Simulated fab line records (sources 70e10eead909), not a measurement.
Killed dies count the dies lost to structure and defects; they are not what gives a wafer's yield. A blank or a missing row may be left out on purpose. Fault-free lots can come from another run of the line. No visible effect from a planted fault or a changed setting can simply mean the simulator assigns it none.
Which tool is to blame?    flow nand harc    Sampling: 14 lots, 42 wafers, 6 of 1302 route steps

## WHAT EACH GAUGE READ, for each wafer
NHARC_A_SOURCE_PLATE_INSPECT_08.
lot   measured      on                 raw defect count
L566  day 7 21:26   defect inspect-02  57 53 38
L565  day 7 21:26   defect inspect-02  61 38 83
L567  day 8 12:04   defect inspect-02  117 49 70
L570  day 10 02:26  defect inspect-01  62 43 48
L571  day 10 09:38  defect inspect-01  41 61 57
L572  day 10 19:29  defect inspect-02  71 40 75
L573  day 11 05:14  defect inspect-01  91 92 88
L575  day 11 22:39  defect inspect-01  70 76 38
L576  day 12 09:14  defect inspect-02  47 42 72
L577  day 12 19:46  defect inspect-02  83 45 33
L578  day 12 19:46  defect inspect-01  46 27 26
L582  day 14 22:48  defect inspect-02  75 93 57
L583  day 15 04:55  defect inspect-02  41 34 35
L585  day 16 08:49  defect inspect-02  55 44 88

NHARC_A_ONON_D1_THK_MEAS_05: measures by ellipsometry.
lot   measured      on             thk nm (nm)
L566  day 7 22:34   film metro-02  1003 1003 1003
L565  day 7 22:52   film metro-02  1014 1016 1014
L567  day 8 13:11   film metro-02  976 974 975
L570  day 10 03:35  film metro-02  996 996 997
L571  day 10 10:47  film metro-01  1008 1007 1007
L572  day 10 20:37  film metro-01  1009 1012 1009
L573  day 11 06:23  film metro-02  1001 1000 1000
L575  day 11 23:48  film metro-02  977 977 976
L576  day 12 10:23  film metro-01  983 982 980
L577  day 12 20:54  film metro-02  1007 1006 1006
L578  day 12 20:55  film metro-01  993 996 993
L582  day 14 23:57  film metro-02  1008 1009 1009
L583  day 15 06:04  film metro-02  1009 1011 1012
L585  day 16 09:59  film metro-02  996 999 999

NHARC_A_ONON_D1_THK_MEAS_08: measures by ellipsometry.
lot   measured      on             thk nm (nm)
L566  day 7 23:08   film metro-01  996 999 996
L565  day 7 23:26   film metro-02  1001 999 1001
L567  day 8 13:46   film metro-02  993 991 992
L570  day 10 04:08  film metro-01  1005 1005 1005
L571  day 10 11:20  film metro-01  1008 1011 1007
L572  day 10 21:11  film metro-01  1008 1008 1006
L573  day 11 06:58  film metro-01  1003 1005 1005
L575  day 12 00:22  film metro-01  1001 1001 1000
L576  day 12 10:56  film metro-01  1000 999 1001
L577  day 12 21:28  film metro-01  1015 1017 1014
L578  day 12 21:29  film metro-02  994 996 998
L582  day 15 00:31  film metro-01  1014 1014 1011
L583  day 15 06:38  film metro-02  702 704 702
L585  day 16 10:32  film metro-01  697 696 696

NHARC_END_SORT_01.
lot   measured      on         killed at array  killed at other  killed at periphery  killed dies  killed open  killed short
L583  day 32 06:52  prober-01  669 669 673      4 0 3            4 8 1                677 677 677  4 4 1        3 2 2
L585  day 33 04:06  prober-01  673 677 670      2 0 0            2 0 7                677 677 677  6 1 7        6 5 3

## EACH LOT AND THE TOOL THAT RAN IT (in order: tool; ch and the chambers of the sampled wafers; start)
lot   NHARC_A_ZERO_WELL_RTA_16          NHARC_A_ONON_D1_DEP_06
L566  rtp anneal-01 ch 0, day 7 00:50   pecvd onon-01 ch 0, day 7 22:44
L565  rtp anneal-02 ch 0, day 7 02:12   pecvd onon-04 ch 0, day 7 23:02
L567  rtp anneal-02 ch 0, day 7 15:13   pecvd onon-01 ch 0, day 8 13:15
L570  rtp anneal-01 ch 0, day 9 00:46   pecvd onon-01 ch 0, day 10 03:38
L571  rtp anneal-02 ch 0, day 9 13:29   pecvd onon-01 ch 0, day 10 10:50
L572  rtp anneal-01 ch 0, day 9 22:13   pecvd onon-04 ch 0, day 10 20:44
L573  rtp anneal-02 ch 0, day 10 07:56  pecvd onon-02 ch 0, day 11 06:31
L575  rtp anneal-02 ch 0, day 10 21:56  pecvd onon-01 ch 0, day 11 23:55
L576  rtp anneal-02 ch 0, day 11 11:59  pecvd onon-04 ch 0, day 12 10:29
L577  rtp anneal-01 ch 0, day 11 23:17  pecvd onon-01 ch 0, day 12 20:58
L578  rtp anneal-02 ch 0, day 12 02:16  pecvd onon-02 ch 0, day 12 20:58
L582  rtp anneal-01 ch 0, day 14 02:08  pecvd onon-02 ch 0, day 15 00:01
L583  rtp anneal-01 ch 0, day 14 07:41  pecvd onon-01 ch 0, day 15 06:11
L585  rtp anneal-02 ch 0, day 15 11:34  pecvd onon-01 ch 0, day 16 10:05
- NHARC_A_ZERO_WELL_RTA_16: time 10 s.
- NHARC_A_ONON_D1_DEP_06: target thk 1000 nm.

## AS READ BY THE TOOLS THEMSELVES (means over the sampled wafers that have a number; for cases with no such wafer, the mark the record gives instead)
NHARC_A_ZERO_WELL_RTA_16.
lot   tool           lamp power pct (%)  lamp_zone_5_pct (%)  wafer_temp_C_max
L566  rtp anneal-01  29.6                29.6                 1002.6
L565  rtp anneal-02  26.3                26.3                 1003.3
L567  rtp anneal-02  26.3                26.4                 1002.5
L570  rtp anneal-01  29.6                29.6                 1002.2
L571  rtp anneal-02  26.3                26.3                 1002.3
L572  rtp anneal-01  29.5                29.5                 1002.6
L573  rtp anneal-02  26.3                26.3                 1002.8
L575  rtp anneal-02  26.3                26.3                 1002.8
L576  rtp anneal-02  26.3                26.3                 1002.7
L577  rtp anneal-01  29.6                29.6                 1004.0
L578  rtp anneal-02  26.3                26.3                 1002.1
L582  rtp anneal-01  29.5                29.6                 1003.2
L583  rtp anneal-01  29.6                29.6                 1002.8
L585  rtp anneal-02  26.3                26.3                 1002.5

## THE ANSWER, worked out from the rows above alone
Rule: what is usual is taken from the lots themselves. Put in order of their means at a reading, lots are off if they are a third of the lots or fewer, leave a main group of 4 or more, and stand apart from it by a gap of 3 or more times the standard deviation of the main group's means; of several such gaps the widest counts. If all means in a main group match to the digits the tables above print for the reading, that group is not used. Also off: a lot with no number at a reading for which 4 or more lots have one. Any other lot the step has rows for is counted as sound. After the gauges, taken in route order, come the tools' own readings; for these a lot's mean is taken, as printed above. The first step at which some lot is off is used, and at that step the reading that is off furthest; a lot without a number counts as furthest.
Off: L583, L585, at NHARC_A_ONON_D1_THK_MEAS_08 (thk nm). For the main group the mean is 1003 nm and the standard deviation 6.7.
A tool fits if, at a process step before that reading, it ran every lot that is off, and no sound lot after the first of them. The gauges at NHARC_A_ONON_D1_THK_MEAS_08 are tried like those tools. One fits: pecvd onon-01 at NHARC_A_ONON_D1_DEP_06. Its last sound lot is L577 (day 12 20:58), its first lot that is off L583 (day 15 06:11): a fault that began between those two fits.

## WHAT THE SIMULATOR HAD INSERTED
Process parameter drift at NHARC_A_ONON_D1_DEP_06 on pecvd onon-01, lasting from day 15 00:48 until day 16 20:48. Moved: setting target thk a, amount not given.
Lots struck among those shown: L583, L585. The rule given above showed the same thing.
